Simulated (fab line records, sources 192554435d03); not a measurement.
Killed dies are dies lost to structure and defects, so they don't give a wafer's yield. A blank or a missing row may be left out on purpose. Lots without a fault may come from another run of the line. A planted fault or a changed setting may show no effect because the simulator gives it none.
Chamber matching | flow n5_finfet | N5_BEOL_M7_STRIP_19 on rie_diel-01: 4 sister chambers
The step strips in O2. 14 wafers are shown with their chamber, then 7 later ones without.

WAFERS WITH THEIR CHAMBER
wafer  | chamber | showerhead_plenum_p_Torr (Torr) | drypump_motor_current_A (A) | throttle_valve_pct (%)
L076.2 | 0       | 1.94                            | 5.4                         | 16.47
L076.4 | 1       | 2.16                            | 4.7                         | 16.92
L076.6 | 1       | 2.16                            | 4.7                         | 16.92
L078.2 | 2       | 2.09                            | 6.3                         | 16.59
L078.3 | 0       | 1.94                            | 5.4                         | 16.47
L078.4 | 3       | 2.06                            | 5.8                         | 16.75
L082.1 | 2       | 2.09                            | 6.3                         | 16.60
L082.2 | 0       | 1.93                            | 5.4                         | 16.49
L082.3 | 1       | 2.16                            | 4.7                         | 16.92
L082.4 | 1       | 2.16                            | 4.7                         | 16.92
L082.5 | 2       | 2.09                            | 6.3                         | 16.60
L082.6 | 0       | 1.93                            | 5.4                         | 16.47
L087.2 | 0       | 1.93                            | 5.4                         | 16.52
L087.4 | 2       | 2.09                            | 6.2                         | 16.65

SIGNATURES (means of the wafers above)
reading                  | chamber 0 | chamber 1 | chamber 2 | chamber 3 | scatter within a chamber
showerhead_plenum_p_Torr | 1.9340    | 2.1600    | 2.0900    | 2.0600    | 0.00346
drypump_motor_current_A  | 5.400     | 4.700     | 6.275     | 5.800     | 0.0274
throttle_valve_pct       | 16.4840   | 16.9200   | 16.6100   | 16.7500   | 0.0203
Rule: a wafer's distance from a chamber is the root of the sum, over the readings, of the square of ((its reading less the chamber's mean) divided by the reading's scatter). The wafer belongs to the nearest chamber; if the next one is less than 2 further off, it can't be placed. The scatter: the root of (the sum of the squares of (reading less its chamber's mean) over the shown wafers, divided by (wafers less chambers)).

WAFERS WITHOUT THEIR CHAMBER
wafer  | showerhead_plenum_p_Torr (Torr) | drypump_motor_current_A (A) | throttle_valve_pct (%)
L087.6 | 2.06                            | 5.7                         | 16.26
L093.1 | 2.15                            | 4.7                         | 16.98
L093.2 | 1.93                            | 5.4                         | 16.52
L093.5 | 1.93                            | 5.4                         | 16.53
L097.2 | 2.08                            | 6.3                         | 16.66
L097.3 | 2.15                            | 4.7                         | 16.98
L097.5 | 1.92                            | 5.4                         | 16.53

WHICH CHAMBER EACH WENT THROUGH
wafer  | from the rows above | in truth
L087.6 | 3                   | 3
L093.1 | 1                   | 1
L093.2 | 0                   | 0
L093.5 | 0                   | 0
L097.2 | 2                   | 2
L097.3 | 1                   | 1
L097.5 | 0                   | 0
Placed correctly: 7 of 7. Can't be placed from these rows: 0. Placed wrongly: 0.
